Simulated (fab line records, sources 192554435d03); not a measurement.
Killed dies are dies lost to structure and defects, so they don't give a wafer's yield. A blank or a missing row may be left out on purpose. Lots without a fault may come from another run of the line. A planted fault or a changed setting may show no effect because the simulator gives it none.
Chamber matching | flow n5_finfet | N5_BEOL_M0_SAQP_DESCUM_19 on rie_diel-02: 4 sister chambers
The step chemistry O2, time 7.9 s. 4 wafers are shown with their chamber, then 12 later ones without.

WAFERS WITH THEIR CHAMBER
wafer  | chamber | showerhead_plenum_p_Torr (Torr)
L090.2 | 3       | 2.00
L090.3 | 2       | 2.06
L092.4 | 1       | 2.17
L092.6 | 0       | 2.09

WAFERS WITHOUT THEIR CHAMBER
wafer  | showerhead_plenum_p_Torr (Torr)
L093.1 | 2.06
L093.3 | 1.99
L093.5 | 1.99
L095.2 | 2.06
L095.3 | 2.08
L095.5 | 2.06
L096.2 | 2.17
L096.4 | 1.99
L096.6 | 2.17
L097.2 | 2.16
L097.3 | 2.06
L097.6 | 2.08

WHICH CHAMBER EACH WENT THROUGH
wafer  | from the rows above     | in truth
L093.1 | 2                       | 2
L093.3 | 3                       | 3
L093.5 | 3                       | 3
L095.2 | 2                       | 2
L095.3 | can't be placed: 0 or 2 | 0
L095.5 | 2                       | 2
L096.2 | 1                       | 1
L096.4 | 3                       | 3
L096.6 | 1                       | 1
L097.2 | 1                       | 1
L097.3 | 2                       | 2
L097.6 | can't be placed: 0 or 2 | 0
Placed correctly: 10 of 12. Can't be placed from these rows: 2 (the true chamber is among the candidates in 2). Placed wrongly: 0.
How it was worked out, from the rows above alone: a wafer's distance from a chamber is the root of the sum, over the readings, of the square of ((its reading less the chamber's mean) divided by the reading's scatter). The wafer belongs to the nearest chamber; if the next one is less than 2 further off, it can't be placed. A chamber's mean is the mean of its shown wafers. The scatter: with one shown wafer a chamber, the root of the mean of the squares of how far each hidden wafer lies from its nearest shown one.
